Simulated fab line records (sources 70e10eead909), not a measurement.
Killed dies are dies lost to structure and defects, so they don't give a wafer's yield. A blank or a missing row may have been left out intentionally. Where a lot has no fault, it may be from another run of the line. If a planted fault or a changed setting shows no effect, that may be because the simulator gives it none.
Matching of chambers	flow nand_harc	NHARC_A_BONDPAD_ETCH_34 on rie_diel-06: 4 sister chambers
The step etches the open film in N2/H2, target depth 60 nm, overetch 18 nm, time 65.91 s. 8 wafers are shown with their chamber, then 7 later ones without.

## WAFERS PAIRED WITH THEIR CHAMBERS
wafer	chamber	drypump_motor_current_A (A)	rf_vpp_V (V)
L513.3	3	6.0	433.9
L513.6	2	4.9	434.3
L517.6	1	5.8	428.6
L520.4	2	4.8	435.8
L520.5	0	5.8	433.4
L520.6	1	5.8	428.3
L521.2	3	6.0	434.0
L521.5	0	5.7	431.9

## WAFERS MISSING THEIR CHAMBER
wafer	drypump_motor_current_A (A)	rf_vpp_V (V)
L521.6	6.0	434.8
L527.3	4.8	435.0
L527.4	6.0	434.4
L527.5	5.8	428.7
L532.1	5.8	430.7
L532.3	6.0	434.3
L532.5	4.8	434.8

## THE CHAMBER EACH PASSED THROUGH
wafer	from the rows above	in truth
L521.6	3	3
L527.3	2	2
L527.4	3	3
L527.5	1	1
L532.1	can't be placed: 0 or 1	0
L532.3	3	3
L532.5	2	2
Correct placement for 6 of the 7. From these rows, 1 cannot be placed; in 1 the true chamber is one of the candidates. Placed wrongly: 0.
How it was worked out, from the rows above alone: a wafer's distance from a chamber is the root of the sum, over the readings, of the square of ((its reading less the chamber's mean) divided by the reading's scatter). If the next closest chamber is less than 2 further off than the closest, the wafer can't be placed; otherwise it belongs to the closest. Each chamber's mean is taken over the wafers shown for it. The scatter: the root of (the sum of the squares of (reading less its chamber's mean) over the shown wafers, divided by (wafers less chambers)).
